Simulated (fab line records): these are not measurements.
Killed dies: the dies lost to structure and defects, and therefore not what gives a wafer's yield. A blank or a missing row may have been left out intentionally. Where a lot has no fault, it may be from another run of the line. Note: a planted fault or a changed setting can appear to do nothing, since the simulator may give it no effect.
fab line records	flow n5-finfet
record lots=7	wafers=21
route steps=1938 shown BEOL_M3@959 BEOL_M4@1026 BEOL_M5@1145 BEOL_M6@1194
start-h: the number of hours between the record's first day and the start of the first shown wafer of the lot	wait-h: hours from the lot's prior step to this one	" repeats the value in the row above	L1.1+2: several wafers, shown together as one row	- no value present, or no start provided	* or withheld: withheld	< > ~ a bound
route shown NAME@n: NAME is a module with steps in the file, n the number in the route of the first one	usual: mean/standard deviation of fault-free wafers	same: alike in all rows	chamber/n: place in a boat	sites: each site's reading	_std_site: standard deviation of those values	_edge_site: inner sites' mean taken away from outer sites' mean	radius-mm: how far each site lies from the wafer's centre	mask NAME#n: copy n	behind: tool/chamber where the wafer was last shaped	hold: why the lot was held/for how many hours/how that ended	device: which transistor (n, p or np) failed to switch	end of line: tests run on the same wafers once the route is complete	a step given without rows: its recipe and nothing more	killed: dies that structure and defects cost at the first sort, which is not the same as the wafer's yield	map: a wafer's dies, marking killed ones x, the rest . and places with no die _
set.NAME: the setting that was run; set.NAME@STEP: the one run at that earlier step	model.NAME: the simulator's own value behind a step, which no gauge read
lots where settings were altered on purpose, with a table for each step and a row for each wafer
## steps
# step N5_BEOL_M3_COAT_76
# recipe resist=underlayer	temp-c=205	time-s=60	spin-rpm=1500	resist-thk-nm=5
lot.wafer	tool	chamber	start-h	wait-h	set.spin-rpm
L076.2+4+6	litho-track-01	0	-	-	1500
L081.2+5	litho-track-01	0	-	-	1415
L081.3	"	0	"	"	1500
L083.2+5+6	litho-track-02	0	-	-	1500
L084.1	litho-track-02	0	-	-	1438
L084.2+5	"	0	"	"	1500
L087.1+4+6	litho-track-01	0	-	-	1389
L097.2+4+6	litho-track-02	0	-	-	1500
L096.1+5+6	litho-track-02	0	-	-	1500
# step N5_BEOL_M3_COAT_22
# recipe resist=CAR-EUV	spin-rpm=1500	resist-thk-nm=30
# step N5_BEOL_M3_EBR_24
# recipe solvent=PGMEA	ebr-width-mm=1.5
# step N5_BEOL_M3_DESCUM_33
# recipe chemistry=O2	time-s=7	source-power-w=50	bias-power-w=20	pressure-mtorr=20	rf-frequency-hz=2.712e+07	temp-c=40	resist=CAR-EUV	o2-flow-sccm=225
# step N5_BEOL_M3_ETCH_77
# recipe chemistry=N2/H2	target=underlayer	target-depth-a=65	mask-material=CAR-EUV	time-s=5.2	ion-energy-ev=200	pressure-mtorr=30	source-w=840	bias-w=150	n2-flow-sccm=200	h2-flow-sccm=200	ends=cleared
lot.wafer	tool	chamber	start-h	wait-h	set.spin-rpm@BEOL_M3_COAT_76	model.etch.depth-nm
L076.2	rie-diel-02	3	161.48	0.0	1500	5.006
L076.4	"	2	"	"	1500	5.002
L076.6	"	3	"	"	1500	5.004
L081.2	rie-diel-01	1	189.59	0.0	1415	5.16
L081.3	"	0	"	"	1500	4.98
L081.5	"	0	"	"	1415	5.132
L083.2	rie-diel-01	0	201.29	0.0	1500	5.003
L083.5	"	1	"	"	1500	5.001
L083.6	"	2	"	"	1500	5.011
L084.1	rie-diel-02	1	209.67	0.0	1438	5.151
L084.2	"	2	"	"	1500	5.042
L084.5	"	1	"	"	1500	5.038
L087.1	rie-diel-02	3	219.85	0.0	1389	5.193
L087.4	"	0	"	"	1389	5.195
L087.6	"	3	"	"	1389	5.209
L097.2	rie-diel-02	3	282.83	0.0	1500	5.006
L097.4	"	1	"	"	1500	5.009
L097.6	"	0	"	"	1500	5.007
L096.1	rie-diel-01	1	286.68	0.0	1500	5.025
L096.5	"	0	"	"	1500	5.024
L096.6	"	1	"	"	1500	5.007
# step N5_BEOL_M3_ETCH_69
# recipe chemistry=CF4	target=SiARC	target-depth-a=156	mask-material=CAR-EUV	time-s=26	ion-energy-ev=80	pressure-mtorr=40	source-w=545	bias-w=36	Ar_flow_sccm=100	cf4-flow-sccm=100	ends=cleared
# step N5_BEOL_M3_ALD_98
# recipe material=SiO2	target-thk-a=25	temp-c=100	ald-precursor-family=BDEAS	ald-co-reactant=O2-plasma	pulse-time-s=1	co-reactant-pulse-time-s=1	purge-time-s=2	co-reactant-purge-time-s=2	ald-cycles=17	pressure-torr=2
# step N5_BEOL_M3_ETCHBACK_99
# recipe chemistry=CHF3	target=SiO2	target-depth-a=50	time-s=10.4	source-w=215	bias-w=47	Ar_flow_sccm=200	CHF3_flow_sccm=12	ion-energy-ev=100	pressure-mtorr=30
# step N5_BEOL_M3_ETCH_70
# recipe chemistry=N2/H2	target=SOC	target-depth-a=800	overetch-a=160	mask-material=SiARC	temp-c=40	time-s=120	ion-energy-ev=200	pressure-mtorr=30	source-w=840	bias-w=150	n2-flow-sccm=200	h2-flow-sccm=200
lot.wafer	tool	chamber	start-h	wait-h	set.spin-rpm@BEOL_M3_COAT_67	model.etch.depth-nm
L076.2	rie-diel-01	3	163.19	0.0	1340	63.39
L076.4	"	2	"	"	1500	59.93
L076.6	"	1	"	"	1340	63.42
L081.2	rie-diel-02	1	196.45	0.0	1500	59.92
L081.3	"	2	"	"	1500	60.21
L081.5	"	2	"	"	1665	57.11
L083.2	rie-diel-06	1	201.72	0.0	1575	58.91
L083.5	"	2	"	"	1500	60.35
L083.6	"	1	"	"	1500	60.41
L084.1	rie-diel-01	2	213.04	0.0	1500	60.48
L084.2	"	3	"	"	1548	59.43
L084.5	"	0	"	"	1548	59.22
L087.1	rie-diel-02	2	232.82	0.0	1500	60.06
L087.4	"	1	"	"	1338	63.59
L087.6	"	2	"	"	1500	60
L097.2	rie-diel-01	0	283.83	0.0	1411	62.12
L097.4	"	1	"	"	1500	59.97
L097.6	"	2	"	"	1500	60.06
L096.1	rie-diel-06	0	295.74	0.0	1500	59.75
L096.5	"	0	"	"	1500	59.97
L096.6	"	3	"	"	1500	60.04
# step N5_BEOL_M3_STRIP_71
# recipe chemistry=N2/H2	temp-c=40	n2-flow-sccm=200	h2-flow-sccm=200	rf-frequency-hz=6e+07
# step N5_BEOL_M3_STRIP_78
# recipe chemistry=N2/H2	temp-c=40	n2-flow-sccm=200	h2-flow-sccm=200	rf-frequency-hz=6e+07
# step N5_BEOL_M3_VIA_ETCH_34
# recipe chemistry=C4F6/O2	target-depth-a=694	mask-material=SOC	pressure-mtorr=15	ion-energy-ev=250	taper-deg=4	time-s=65.9	source-w=350	bias-w=170	Ar_flow_sccm=300	C4F6_flow_sccm=10	O2_flow_sccm=10
lot.wafer	tool	chamber	start-h	wait-h	set.spin-rpm@BEOL_M3_COAT_67	model.SOC_of_BEOL_M3_COAT_67.thk-nm
L076.2	rie-diel-01	3	163.29	0.0	1340	55.2
L076.4	"	2	"	"	1500	51.8
L076.6	"	1	"	"	1340	55.4
L081.2	rie-diel-02	1	196.55	0.0	1500	51.6
L081.3	"	2	"	"	1500	52.2
L081.5	"	2	"	"	1665	49.2
L083.2	rie-diel-06	1	201.82	0.0	1575	50.8
L083.5	"	2	"	"	1500	52.2
L083.6	"	1	"	"	1500	52.4
L084.1	rie-diel-01	2	213.14	0.0	1500	52.4
L084.2	"	3	"	"	1548	51.4
L084.5	"	0	"	"	1548	51
L087.1+6	rie-diel-02	2	232.92	0.0	1500	52
L087.4	"	1	"	"	1338	55.4
L097.2	rie-diel-01	0	283.93	0.0	1411	54
L097.4+6	"	1,2	"	"	1500	52
L096.1+5	rie-diel-06	0	295.84	0.0	1500	52
L096.6	"	3	"	"	1500	51.8
# step N5_BEOL_M4_COAT_62
# recipe resist=SiARC	temp-c=220	time-s=60	spin-rpm=1500	resist-thk-nm=12
lot.wafer	tool	chamber	start-h	wait-h	set.spin-rpm
L076.2+4	litho-track-03	0	-	-	1500
L076.6	"	0	"	"	1456
L081.2+3+5	litho-track-05	0	-	-	1500
L083.2+5+6	litho-track-03	0	-	-	1500
L084.1+5	litho-track-05	0	-	-	1500
L084.2	"	0	"	"	1437
L087.1+4+6	litho-track-03	0	-	-	1500
L097.2	litho-track-02	0	-	-	1500
L097.4+6	"	0	"	"	1570
L096.1+5+6	litho-track-05	0	-	-	1500
# step N5_BEOL_M4_COAT_73
# recipe resist=underlayer	temp-c=205	time-s=60	spin-rpm=1500	resist-thk-nm=5
lot.wafer	tool	chamber	start-h	wait-h	set.spin-rpm
L076.2+4	litho-track-03	0	-	-	1500
L076.6	"	0	"	"	1604
L081.2	litho-track-05	0	-	-	1600
L081.3+5	"	0	"	"	1500
L083.2+6	litho-track-03	0	-	-	1500
L083.5	"	0	"	"	1358
L084.1+2	litho-track-05	0	-	-	1500
L084.5	"	0	"	"	1346
L087.1+4+6	litho-track-03	0	-	-	1500
L097.2+6	litho-track-02	0	-	-	1500
L097.4	"	0	"	"	1429
L096.1+5+6	litho-track-05	0	-	-	1500
# step N5_BEOL_M4_COAT_05
# recipe resist=CAR-EUV	spin-rpm=1500	resist-thk-nm=30
# step N5_BEOL_M4_EBR_07
# recipe solvent=PGMEA	ebr-width-mm=1.5
# step N5_BEOL_M4_DESCUM_16
# recipe chemistry=O2	time-s=7	source-power-w=50	bias-power-w=20	pressure-mtorr=20	rf-frequency-hz=2.712e+07	temp-c=40	resist=CAR-EUV	o2-flow-sccm=225
# step N5_BEOL_M4_ETCH_74
# recipe chemistry=N2/H2	target=underlayer	target-depth-a=65	mask-material=CAR-EUV	time-s=5.2	ion-energy-ev=200	pressure-mtorr=30	source-w=840	bias-w=150	n2-flow-sccm=200	h2-flow-sccm=200	ends=cleared
# usual etch-rf-on-time-s=5.20/0.066
lot.wafer	tool	chamber	start-h	wait-h	set.spin-rpm@BEOL_M4_COAT_73	etch-rf-on-time-s	model.CAR-EUV_of_BEOL_M4_COAT_05.thk-nm	model.etch.depth-nm
L076.2	rie-diel-04	3	168.86	0.0	1500	5.32	20.4	5.002
L076.4	"	3	"	"	1500	5.34	20.4	5.006
L076.6	"	0	"	"	1604	5.01	20.6	4.847
L081.2	rie-diel-04	0	202.58	0.0	1600	4.91	20.6	4.847
L081.3	"	2	"	"	1500	5.20	20.4	5.006
L081.5	"	2	"	"	1500	5.15	20.4	5.015
L083.2	rie-diel-03	3	207.80	0.0	1500	5.17	20.4	4.992
L083.5	"	3	"	"	1358	5.47	20	5.253
L083.6	"	0	"	"	1500	5.14	20.4	5.003
L084.1	rie-diel-03	3	218.60	0.0	1500	5.16	20.4	5.016
L084.2	"	0	"	"	1500	5.16	20.4	5.026
L084.5	"	2	"	"	1346	5.58	20.2	5.306
L087.1	rie-diel-03	2	241.38	0.0	1500	5.28	20.4	4.984
L087.4	"	3	"	"	1500	5.26	20.4	4.982
L087.6	"	0	"	"	1500	5.20	20.4	4.986
L097.2	rie-diel-03	0	290.01	0.0	1500	5.18	20.4	5.014
L097.4	"	1	"	"	1429	5.36	20.4	5.15
L097.6	"	0	"	"	1500	5.24	20.4	5.016
L096.1	rie-diel-04	0	303.83	0.0	1500	5.13	20.4	4.968
L096.5	"	0	"	"	1500	5.12	20.4	4.984
L096.6	"	3	"	"	1500	5.13	20.4	4.988
# step N5_BEOL_M4_ETCH_63
# recipe chemistry=CF4	target=SiARC	target-depth-a=156	mask-material=CAR-EUV	time-s=26	ion-energy-ev=80	pressure-mtorr=40	source-w=545	bias-w=36	Ar_flow_sccm=100	cf4-flow-sccm=100	ends=cleared
lot.wafer	tool	chamber	start-h	wait-h	set.spin-rpm@BEOL_M4_COAT_62	model.etch.depth-nm
L076.2+4	rie-diel-04	3	168.88	0.0	1500	12.03
L076.6	"	0	"	"	1456	12.2
L081.2+5	rie-diel-04	0,2	202.60	0.0	1500	12.08
L081.3	"	2	"	"	1500	12.07
L083.2	rie-diel-03	3	207.81	0.0	1500	12.01
L083.5	"	3	"	"	1500	12.04
L083.6	"	0	"	"	1500	12.05
L084.1+5	rie-diel-03	3,2	218.62	0.0	1500	12.08
L084.2	"	0	"	"	1437	12.34
L087.1	rie-diel-03	2	241.40	0.0	1500	11.9
L087.4	"	3	"	"	1500	11.89
L087.6	"	0	"	"	1500	11.91
L097.2	rie-diel-03	0	290.03	0.0	1500	12
L097.4	"	1	"	"	1570	11.76
L097.6	"	0	"	"	1570	11.75
L096.1+5	rie-diel-04	0	303.85	0.0	1500	12.01
L096.6	"	3	"	"	1500	12.02
# step N5_BEOL_M4_TRENCH_ETCH_37
# recipe chemistry=C4F6/O2	target-depth-a=555.55	target=SiOC	time-s=29.2	ion-energy-ev=250	pressure-mtorr=30	source-w=355	bias-w=185	Ar_flow_sccm=300	C4F6_flow_sccm=10	O2_flow_sccm=10
# usual rf-vpp-V=666/8.2
lot.wafer	tool	chamber	start-h	wait-h	set.source-w	rf-vpp-V
L076.2	rie-diel-04	3	-	-	355	655
L076.4	"	2	"	"	333.9	676
L076.6	"	3	"	"	355	657
L081.2	rie-diel-04	1	-	-	355	663
L081.3	"	2	"	"	355	653
L081.5	"	0	"	"	313.5	720
L083.2	rie-diel-05	1	-	-	410.3	624
L083.5	"	2	"	"	410.3	607
L083.6	"	1	"	"	355	671
L084.1	rie-diel-03	3	-	-	355	674
L084.2	"	2	"	"	355	679
L084.5	"	0	"	"	355	660
L087.1	rie-diel-05	2	-	-	355	654
L087.4	"	0	"	"	355	669
L087.6	"	0	"	"	355	670
L097.2	rie-diel-04	1	-	-	355	662
L097.4	"	3	"	"	334.1	687
L097.6	"	0	"	"	334.1	696
L096.1	rie-diel-04	3	-	-	355	666
L096.5	"	0	"	"	355	675
L096.6	"	3	"	"	355	666
# step N5_BEOL_M5_EXPOSE_25
# recipe mask-id=V4	na=0.33	source-shape=quasar	sigma-inner=0.2	sigma-outer=0.6	polarization=unpolarized	defocus-nm=10	dose-mj=52.75
lot.wafer	tool	chamber	start-h	wait-h	mask	set.dose-mj
L076.2+4+6	euv-scanner-02	0	186.80	-	V4#0	52.75
L081.2+3+5	euv-scanner-02	0	216.15	-	V4#0	52.75
L083.2+5	euv-scanner-02	0	218.98	-	V4#0	52.75
L083.6	"	0	"	"	V4#0	55.95
L084.1+5	euv-scanner-02	0	236.32	-	V4#0	52.75
L084.2	"	0	"	"	V4#0	51.29
L087.1	euv-scanner-01	0	255.51	-	V4#0	50.34
L087.4+6	"	0	"	"	V4#0	52.75
L097.2+4	euv-scanner-01	0	307.94	-	V4#0	52.75
L097.6	"	0	"	"	V4#0	55.67
L096.1+5+6	euv-scanner-01	0	314.43	-	V4#0	52.75
# step N5_BEOL_M5_PEB_26
# recipe peb-temp-c=100	peb-time-s=60	resist=CAR-EUV
# step N5_BEOL_M5_DEVELOP_27
# recipe develop-time-s=30	developer=TMAH	resist=CAR-EUV	rinse-liquid=surfactant-rinse	dry=air-spin	dev-temp-c=23
# step N5_BEOL_M5_CD_MEAS_28
# recipe target-cd-nm=30.6	landing-energy-ev=500	detector=se-inlens	target-cd-y-nm=20	polarity=opening
# usual cd-nm=30.55/0.22
lot.wafer	tool	chamber	start-h	wait-h	set.dose-mj@BEOL_M5_EXPOSE_25	cd-nm
L076.2	cd-sem-03	0	186.93	-	52.75	30.50
L076.4	"	0	"	"	52.75	30.35
L076.6	"	0	"	"	52.75	30.84
L081.2	cd-sem-03	0	216.29	-	52.75	30.51
L081.3	"	0	"	"	52.75	30.11
L081.5	"	0	"	"	52.75	30.53
L083.2	cd-sem-01	0	219.11	-	52.75	30.48
L083.5	"	0	"	"	52.75	30.65
L083.6	"	0	"	"	55.95	31.96
L084.1	cd-sem-03	0	236.46	-	52.75	31.08
L084.2	"	0	"	"	51.29	29.60
L084.5	"	0	"	"	52.75	30.25
L087.1	cd-sem-01	0	255.65	-	50.34	29.06
L087.4	"	0	"	"	52.75	30.23
L087.6	"	0	"	"	52.75	30.74
L097.2	cd-sem-01	0	308.07	-	52.75	30.66
L097.4	"	0	"	"	52.75	30.73
L097.6	"	0	"	"	55.67	31.56
L096.1	cd-sem-02	0	314.57	-	52.75	30.70
L096.5	"	0	"	"	52.75	30.22
L096.6	"	0	"	"	52.75	30.82
# step N5_BEOL_M5_DESCUM_33
# recipe chemistry=O2	time-s=7	source-power-w=50	bias-power-w=20	pressure-mtorr=20	rf-frequency-hz=2.712e+07	temp-c=40	resist=CAR-EUV	o2-flow-sccm=225
# step N5_BEOL_M5_ETCH_75
# recipe chemistry=N2/H2	target=underlayer	target-depth-a=65	mask-material=CAR-EUV	time-s=5.2	ion-energy-ev=200	pressure-mtorr=30	source-w=840	bias-w=150	n2-flow-sccm=200	h2-flow-sccm=200	ends=cleared
lot.wafer	tool	chamber	start-h	wait-h	set.dose-mj@BEOL_M5_EXPOSE_25	model.BEOL_M5.cd-nm
L076.2	rie-diel-01	0	187.13	0.0	52.75	28
L076.4	"	2	"	"	52.75	27.6
L076.6	"	2	"	"	52.75	27.8
L081.2+3	rie-diel-01	1,0	216.70	0.0	52.75	27.8
L081.5	"	0	"	"	52.75	28.2
L083.2+5	rie-diel-06	3,1	219.36	0.0	52.75	28.4
L083.6	"	2	"	"	55.95	29.4
L084.1	rie-diel-06	2	236.62	0.0	52.75	27.6
L084.2	"	3	"	"	51.29	26.8
L084.5	"	3	"	"	52.75	27
L087.1	rie-diel-01	1	256.24	0.0	50.34	26.8
L087.4	"	0	"	"	52.75	28
L087.6	"	2	"	"	52.75	27.6
L097.2	rie-diel-06	0	308.22	0.0	52.75	27.8
L097.4	"	2	"	"	52.75	28
L097.6	"	3	"	"	55.67	29
L096.1	rie-diel-01	1	314.79	0.0	52.75	28.2
L096.5	"	2	"	"	52.75	27.6
L096.6	"	1	"	"	52.75	27.8
# step N5_BEOL_M5_ETCH_67
# recipe chemistry=CF4	target=SiARC	target-depth-a=156	mask-material=CAR-EUV	time-s=26	ion-energy-ev=80	pressure-mtorr=40	source-w=545	bias-w=36	Ar_flow_sccm=100	cf4-flow-sccm=100	ends=cleared
# step N5_BEOL_M5_ETCH_68
# recipe chemistry=N2/H2	target=SOC	target-depth-a=800	overetch-a=160	mask-material=SiARC	temp-c=40	time-s=120	ion-energy-ev=200	pressure-mtorr=30	source-w=840	bias-w=150	n2-flow-sccm=200	h2-flow-sccm=200
lot.wafer	tool	chamber	start-h	wait-h	set.dose-mj@BEOL_M5_EXPOSE_25	model.BEOL_M5.cd-nm
L076.2	rie-diel-01	0	187.18	0.0	52.75	28
L076.4	"	2	"	"	52.75	27.4
L076.6	"	2	"	"	52.75	27.8
L081.2	rie-diel-01	1	216.75	0.0	52.75	27.6
L081.3	"	0	"	"	52.75	27.8
L081.5	"	0	"	"	52.75	28.2
L083.2	rie-diel-06	3	219.40	0.0	52.75	28.4
L083.5	"	1	"	"	52.75	28.2
L083.6	"	2	"	"	55.95	29.6
L084.1	rie-diel-06	2	236.66	0.0	52.75	27.6
L084.2	"	3	"	"	51.29	26.8
L084.5	"	3	"	"	52.75	27
L087.1	rie-diel-01	1	256.28	0.0	50.34	26.8
L087.4	"	0	"	"	52.75	28.2
L087.6	"	2	"	"	52.75	27.6
L097.2	rie-diel-06	0	308.27	0.0	52.75	27.4
L097.4	"	2	"	"	52.75	28
L097.6	"	3	"	"	55.67	29.2
L096.1	rie-diel-01	1	314.83	0.0	52.75	28
L096.5	"	2	"	"	52.75	27.4
L096.6	"	1	"	"	52.75	27.8
# step N5_BEOL_M6_ILD_DEP_00
# recipe material=SiCOH_lowk	target-thk-a=1797.5	temp-c=300	precursor=DEMS/porogen	pressure-torr=5	rf-w=500	time-s=33.4
lot.wafer	tool	chamber	start-h	wait-h	set.time-s	model.SiCOH_lowk_of_BEOL_M6_ILD_DEP_00.thk-nm
L076.2	pecvd-02	0	194.41	0.0	33.4	176.6
L076.4	"	0	"	"	37.71	201.4
L076.6	"	1	"	"	33.4	180.6
L081.2	pecvd-01	1	224.60	0.0	33.4	178.4
L081.3	"	0	"	"	33.4	180
L081.5	"	0	"	"	33.4	182.4
L083.2	pecvd-02	2	229.16	0.0	33.4	175
L083.5	"	0	"	"	33.4	179.4
L083.6	"	1	"	"	33.4	180
L084.1	pecvd-03	2	244.01	0.0	33.4	177.4
L084.2	"	0	"	"	29.99	161.2
L084.5	"	1	"	"	29.99	163.6
L087.1	pecvd-03	0	264.81	0.0	33.4	183.4
L087.4	"	1	"	"	30.51	167.2
L087.6	"	0	"	"	30.51	168.2
L097.2+4	pecvd-03	0,2	316.02	0.0	33.4	181.6
L097.6	"	0	"	"	33.4	182.2
L096.1	pecvd-02	2	323.97	0.0	33.4	177.4
L096.5	"	1	"	"	33.4	183.2
L096.6	"	2	"	"	33.4	182.4
# step N5_BEOL_M6_CURE_74
# recipe temp-c=385	time-s=240	ambient=He/Ar	material=SiCOH_lowk
lot.wafer	tool	chamber	start-h	wait-h	set.time-s@BEOL_M6_ILD_DEP_00	model.SiCOH_lowk_of_BEOL_M6_ILD_DEP_00.thk-nm
L076.2	uv-cure-02	2	194.56	0.1	33.4	152.4
L076.4	"	2	"	"	37.71	174
L076.6	"	2	"	"	33.4	155.8
L081.2	uv-cure-01	1	224.80	0.2	33.4	153.8
L081.3	"	1	"	"	33.4	155.2
L081.5	"	1	"	"	33.4	157.4
L083.2	uv-cure-03	1	229.31	0.1	33.4	151
L083.5	"	1	"	"	33.4	154.6
L083.6	"	1	"	"	33.4	155.2
L084.1	uv-cure-03	0	244.07	0.0	33.4	153
L084.2	"	0	"	"	29.99	138.8
L084.5	"	0	"	"	29.99	140.8
L087.1	uv-cure-03	1	264.88	0.0	33.4	158.2
L087.4	"	1	"	"	30.51	144.2
L087.6	"	1	"	"	30.51	145
L097.2+4	uv-cure-01	2	316.16	0.1	33.4	156.6
L097.6	"	2	"	"	33.4	157.2
L096.1	uv-cure-01	1	324.07	0.1	33.4	153
L096.5	"	1	"	"	33.4	158
L096.6	"	1	"	"	33.4	157.2
# step N5_BEOL_M6_THK_MEAS_01
# recipe reads=SiCOH_lowk_of_BEOL_M6_ILD_DEP_00
# usual M6_ILD_THK=155.1/1.9
lot.wafer	tool	chamber	start-h	wait-h	set.time-s@BEOL_M6_ILD_DEP_00	M6_ILD_THK[nm]
L076.2	film-metro-02	-	194.99	0.4	33.4	152.2
L076.4	"	-	"	"	37.71	173.9
L076.6	"	-	"	"	33.4	155.8
L081.2	film-metro-01	-	225.23	0.4	33.4	153.8
L081.3	"	-	"	"	33.4	155.2
L081.5	"	-	"	"	33.4	157.5
L083.2	film-metro-02	-	229.74	0.4	33.4	150.9
L083.5	"	-	"	"	33.4	154.7
L083.6	"	-	"	"	33.4	155.3
L084.1	film-metro-02	-	244.58	0.4	33.4	153.0
L084.2	"	-	"	"	29.99	138.9
L084.5	"	-	"	"	29.99	141.0
L087.1	film-metro-02	-	265.39	0.4	33.4	158.3
L087.4	"	-	"	"	30.51	144.1
L087.6	"	-	"	"	30.51	145.0
L097.2	film-metro-01	-	316.60	0.4	33.4	156.7
L097.4	"	-	"	"	33.4	156.6
L097.6	"	-	"	"	33.4	157.3
L096.1	film-metro-01	-	324.59	0.4	33.4	153.0
L096.5	"	-	"	"	33.4	157.9
L096.6	"	-	"	"	33.4	157.3
## key
split step=N5_BEOL_M3_COAT_76	setting=spin-rpm	stated=1500	by=wafer
response step=N5_BEOL_M3_ETCH_77	reading=model.etch.depth-nm	change=-0.0284	per=1%	r=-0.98
split step=N5_BEOL_M4_COAT_62	setting=spin-rpm	stated=1500	by=wafer
response step=N5_BEOL_M4_ETCH_63	reading=model.etch.depth-nm	change=-0.0575	per=1%	r=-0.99
split step=N5_BEOL_M4_COAT_73	setting=spin-rpm	stated=1500	by=wafer
response step=N5_BEOL_M4_ETCH_74	reading=etch-rf-on-time-s	change=*	per=1%	r=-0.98
response step=N5_BEOL_M4_ETCH_74	reading=model.CAR-EUV_of_BEOL_M4_COAT_05.thk-nm	change=+0.0276	per=1%	r=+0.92
response step=N5_BEOL_M4_ETCH_74	reading=model.etch.depth-nm	change=-0.0263	per=1%	r=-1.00
split step=N5_BEOL_M4_TRENCH_ETCH_37	setting=source-w	stated=355	by=wafer
response step=N5_BEOL_M4_TRENCH_ETCH_37	reading=rf-vpp-V	change=-4.17	per=1%	r=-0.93
split step=N5_BEOL_M5_EXPOSE_25	setting=dose-mj	stated=52.75	by=wafer
response step=N5_BEOL_M5_CD_MEAS_28	reading=cd-nm	change=+0.236	per=1%	r=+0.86
response step=N5_BEOL_M5_ETCH_75	reading=model.BEOL_M5.cd-nm	change=+0.189	per=1%	r=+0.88
response step=N5_BEOL_M5_ETCH_68	reading=model.BEOL_M5.cd-nm	change=+0.235	per=1%	r=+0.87
split step=N5_BEOL_M6_ILD_DEP_00	setting=time-s	stated=33.4	by=wafer
response step=N5_BEOL_M6_ILD_DEP_00	reading=model.SiCOH_lowk_of_BEOL_M6_ILD_DEP_00.thk-nm	change=+1.69	per=1%	r=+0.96
response step=N5_BEOL_M6_CURE_74	reading=model.SiCOH_lowk_of_BEOL_M6_ILD_DEP_00.thk-nm	change=+1.47	per=1%	r=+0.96
response step=N5_BEOL_M6_THK_MEAS_01	reading=M6_ILD_THK	change=+1.48	per=1%	r=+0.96
split outside-this-file step=N5_BEOL_M3_COAT_67 setting=spin-rpm
# split outside-this-file: this setting was split too, and the file shows its column; the key of that split is in another file
